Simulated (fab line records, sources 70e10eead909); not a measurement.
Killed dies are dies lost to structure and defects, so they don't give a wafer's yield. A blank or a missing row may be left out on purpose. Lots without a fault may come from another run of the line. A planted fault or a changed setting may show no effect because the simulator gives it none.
Chamber matching | flow nand_harc | NHARC_A_CHANNEL_FILL_D2_ALD_25 on ald_hk-04: 4 sister chambers
The step deposits SiOx, target thk 60 nm, pulse time 10 s, ald cycles 600. 4 wafers are shown with their chamber, then 8 later ones without.

WAFERS WITH THEIR CHAMBER
wafer  | chamber | heater_power_w (W)
L082.6 | 0       | 524
L084.3 | 2       | 404
L084.6 | 1       | 487
L093.1 | 3       | 541

WAFERS WITHOUT THEIR CHAMBER
wafer  | heater_power_w (W)
L093.2 | 522
L093.3 | 426
L094.2 | 489
L094.4 | 406
L094.5 | 481
L097.1 | 495
L097.2 | 526
L097.6 | 491

WHICH CHAMBER EACH WENT THROUGH
wafer  | from the rows above     | in truth
L093.2 | can't be placed: 0 or 3 | 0
L093.3 | 2                       | 2
L094.2 | 1                       | 1
L094.4 | 2                       | 2
L094.5 | 1                       | 1
L097.1 | 1                       | 1
L097.2 | can't be placed: 0 or 3 | 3
L097.6 | 1                       | 1
Placed correctly: 6 of 8. Can't be placed from these rows: 2 (the true chamber is among the candidates in 2). Placed wrongly: 0.
How it was worked out, from the rows above alone: a wafer's distance from a chamber is the root of the sum, over the readings, of the square of ((its reading less the chamber's mean) divided by the reading's scatter). The wafer belongs to the nearest chamber; if the next one is less than 2 further off, it can't be placed. A chamber's mean is the mean of its shown wafers. The scatter: with one shown wafer a chamber, the root of the mean of the squares of how far each hidden wafer lies from its nearest shown one.
